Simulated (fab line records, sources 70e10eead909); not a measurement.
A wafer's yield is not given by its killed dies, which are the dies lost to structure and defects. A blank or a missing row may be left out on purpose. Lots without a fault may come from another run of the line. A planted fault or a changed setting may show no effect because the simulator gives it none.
Matching of chambers -- flow nand harc -- cmp-01 running NHARC_P_M0_CMP_23: 4 sister chambers
The step polishes, t overpolish 20 s, target thk 117.54 nm. 4 wafers are shown with their chamber, then 7 later ones without.

EACH WAFER AND ITS CHAMBER
wafer,chamber,motor current A (A)
L085.4,3,12.1
L085.6,2,12.2
L087.1,0,12.3
L087.2,1,11.8

WAFERS WITHOUT THEIR CHAMBER
wafer,motor current A (A)
L087.3,12.3
L096.1,12.7
L096.5,11.4
L096.6,11.9
L097.2,10.9
L097.4,12.5
L097.6,11.7

THE CHAMBER EACH PASSED THROUGH
wafer,from the rows above,in truth
L087.3,can't be placed: 0 or 2 or 3 or 1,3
L096.1,can't be placed: 0 or 2 or 3 or 1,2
L096.5,can't be placed: 1 or 3 or 2 or 0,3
L096.6,can't be placed: 1 or 3 or 2 or 0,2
L097.2,can't be placed: 1 or 3 or 2 or 0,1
L097.4,can't be placed: 0 or 2 or 3 or 1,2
L097.6,can't be placed: 1 or 3 or 2 or 0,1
Correct placement for 0 of the 7. These rows do not allow placing 7 (true chamber among the candidates in 7). Placed wrongly: 0.
How it was worked out, from the rows above alone: a wafer's distance from a chamber is the root of the sum, over the readings, of the square of ((its reading less the chamber's mean) divided by the reading's scatter). The wafer belongs to the nearest chamber; if the next one is less than 2 further off, it can't be placed. A chamber's mean is the mean of its shown wafers. The scatter: with one shown wafer a chamber, the root of the mean of the squares of how far each hidden wafer lies from its nearest shown one.
